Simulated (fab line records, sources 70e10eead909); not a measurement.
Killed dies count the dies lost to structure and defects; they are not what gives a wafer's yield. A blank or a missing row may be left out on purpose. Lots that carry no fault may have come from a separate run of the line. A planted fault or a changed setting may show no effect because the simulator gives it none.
Matching of chambers	flow nand harc	NHARC_A_STAIRCASE_ALD_415 on ald hk-03: 4 sister chambers
The step deposits SiO2, target thk 30 nm, pulse time 6 s, ald cycles 300. 20 wafers are shown with their chamber, then 10 later ones without.

## WAFERS PAIRED WITH THEIR CHAMBERS
wafer	chamber	heater power w (W)	precursor pulse height rel
L078.2	1	429	1.004
L078.3	3	534	1.004
L078.5	2	426	1.046
L076.1	3	542	1.004
L076.2	1	421	0.996
L076.3	0	433	0.993
L079.2	2	417	0.963
L079.3	3	544	1.000
L079.5	2	425	0.993
L083.2	0	435	1.051
L083.3	1	427	0.971
L083.6	3	519	1.000
L089.1	2	417	0.983
L089.3	0	425	0.996
L089.4	1	425	1.000
L091.1	3	544	0.981
L091.3	2	421	0.990
L091.4	1	421	1.046
L094.2	0	457	0.966
L094.5	3	539	1.007

SIGNATURES, as means of the wafers listed above
reading	chamber 0	chamber 1	chamber 2	chamber 3	scatter within a chamber
heater power w	437.50	424.60	421.20	537.00	8.47
precursor pulse height rel	1.00150	1.00340	0.99500	0.99933	0.0262
Rule: for each reading, subtract the chamber's mean from the wafer's reading, divide by that reading's scatter and square the result; add these up over the readings and take the root, which gives the wafer's distance from the chamber. If the next closest chamber is less than 2 further off than the closest, the wafer can't be placed; otherwise it belongs to the closest. The scatter: the root of (the sum of the squares of (reading less its chamber's mean) over the shown wafers, divided by (wafers less chambers)).

## WAFERS WITHOUT THEIR CHAMBER
wafer	heater power w (W)	precursor pulse height rel
L094.6	449	0.998
L093.1	451	1.022
L093.5	444	1.018
L093.6	550	0.988
L096.1	445	0.990
L096.5	449	1.023
L096.6	556	0.973
L097.1	550	0.974
L097.2	453	1.010
L097.6	437	0.964

## CHAMBER TAKEN BY EACH
wafer	from the rows above	in truth
L094.6	can't be placed: 0 or 1 or 2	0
L093.1	can't be placed: 0 or 1 or 2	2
L093.5	can't be placed: 0 or 1 or 2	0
L093.6	3	3
L096.1	can't be placed: 0 or 1 or 2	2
L096.5	can't be placed: 0 or 1 or 2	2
L096.6	3	3
L097.1	3	3
L097.2	can't be placed: 0 or 1 or 2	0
L097.6	can't be placed: 0 or 1 or 2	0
Correct placement for 3 of the 10. Can't be placed from these rows: 7 (the true chamber is among the candidates in 7). Wrongly placed: 0.
